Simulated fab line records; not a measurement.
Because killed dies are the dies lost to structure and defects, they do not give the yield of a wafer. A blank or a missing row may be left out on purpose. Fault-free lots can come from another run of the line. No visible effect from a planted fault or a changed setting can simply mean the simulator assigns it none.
Matching of chambers -- flow n5-finfet -- N5_BEOL_M11_STRIP_19 on rie-diel-04 has 4 sister chambers
The step strips in O2. 8 wafers are shown with their chamber, then 12 later ones without.

== WAFERS PAIRED WITH THEIR CHAMBERS ==
wafer,chamber,showerhead-plenum-p-Torr (Torr),oes-product-au (a.u.)
L085.2,2,1.99,0.67
L082.2,2,1.99,0.67
L090.1,3,2.01,0.75
L090.2,0,2.03,0.85
L090.3,1,2.12,0.81
L090.4,3,2.01,0.74
L090.5,1,2.12,0.80
L090.6,0,2.04,0.84

== WAFERS MISSING THEIR CHAMBER ==
wafer,showerhead-plenum-p-Torr (Torr),oes-product-au (a.u.)
L094.1,2.01,0.73
L094.2,2.11,0.80
L094.3,2.03,0.82
L094.4,2.24,0.98
L094.5,2.12,0.79
L094.6,2.03,0.82
L097.1,2.11,0.80
L097.2,2.24,0.99
L097.3,2.01,0.73
L097.4,2.03,0.83
L097.5,2.01,0.72
L097.6,2.03,0.82

== EACH ONE'S CHAMBER ==
wafer,from the rows above,in truth
L094.1,3,3
L094.2,1,1
L094.3,0,0
L094.4,1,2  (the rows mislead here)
L094.5,1,1
L094.6,0,0
L097.1,1,1
L097.2,1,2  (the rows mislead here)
L097.3,3,3
L097.4,0,0
L097.5,3,3
L097.6,0,0
Correctly placed: 10 of 12. Can't be placed from these rows: 0. 2 placed wrongly.
How it was worked out, from the rows above alone: a wafer's distance from a chamber is the root of the sum, over the readings, of the square of ((its reading less the chamber's mean) divided by the reading's scatter). The wafer belongs to the nearest chamber; if the next one is less than 2 further off, it can't be placed. Each chamber's mean is taken over the wafers shown for it. How the scatter is found: for the shown wafers, subtract from each reading the mean of its chamber, square and add these, divide the total by (wafers less chambers), then take the root.
